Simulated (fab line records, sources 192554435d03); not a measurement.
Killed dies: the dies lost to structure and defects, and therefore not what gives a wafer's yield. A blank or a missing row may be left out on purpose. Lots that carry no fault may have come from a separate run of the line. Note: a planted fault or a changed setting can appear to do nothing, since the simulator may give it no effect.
Chamber matching	flow n5_finfet	rie_diel-01 running N5_MOL_CONTACT_COAG_VIA_ETCH_117: 4 sister chambers
The step etches SiO2 in C4F6/O2, target depth 40 nm, overetch 8 nm, time 26 s. 14 wafers are shown with their chamber, then 7 later ones without.

WAFERS PAIRED WITH THEIR CHAMBERS
wafer	chamber	rf_vpp_V (V)	throttle_valve_pct (%)	showerhead_plenum_p_Torr (Torr)
L077.4	0	1617	41.3	2.67
L077.5	0	1619	41.3	2.67
L077.6	3	1575	41.3	2.88
L078.2	3	1575	41.3	2.87
L078.4	2	1616	40.7	2.86
L078.5	3	1576	41.3	2.87
L081.2	3	1576	41.3	2.87
L081.3	2	1617	40.6	2.86
L081.5	1	1632	41.4	3.02
L086.3	0	1619	41.3	2.66
L086.4	2	1616	40.6	2.86
L086.6	2	1617	40.6	2.85
L088.3	1	1631	41.4	3.01
L088.4	0	1618	41.3	2.66

SIGNATURES (means of the wafers above)
reading	chamber 0	chamber 1	chamber 2	chamber 3	scatter within a chamber
rf_vpp_V	1618.25	1631.50	1616.50	1575.50	0.725
throttle_valve_pct	41.300	41.400	40.625	41.300	0.0274
showerhead_plenum_p_Torr	2.6650	3.0150	2.8575	2.8725	0.00548
Rule: a wafer lies at a distance from a chamber equal to the root of the sum of squares, over the readings, of (its reading less the chamber's mean, divided by the reading's scatter). If the next closest chamber is less than 2 further off than the closest, the wafer can't be placed; otherwise it belongs to the closest. The scatter: the root of (the sum of the squares of (reading less its chamber's mean) over the shown wafers, divided by (wafers less chambers)).

WAFERS WITHOUT THEIR CHAMBER
wafer	rf_vpp_V (V)	throttle_valve_pct (%)	showerhead_plenum_p_Torr (Torr)
L088.5	1616	40.7	2.85
L094.2	1644	40.2	2.99
L094.3	1573	41.3	2.86
L094.5	1574	41.3	2.86
L096.1	1647	40.2	2.99
L096.4	1573	41.3	2.85
L096.6	1630	41.4	3.00

CHAMBER TAKEN BY EACH
wafer	from the rows above	in truth
L088.5	2	2
L094.2	can't be placed: 1 or 2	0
L094.3	3	3
L094.5	3	3
L096.1	can't be placed: 1 or 2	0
L096.4	3	3
L096.6	1	1
Correctly placed: 5 of 7. Not placeable from these rows: 2 (in 0, the candidates include the true chamber). Number placed wrongly: 0.
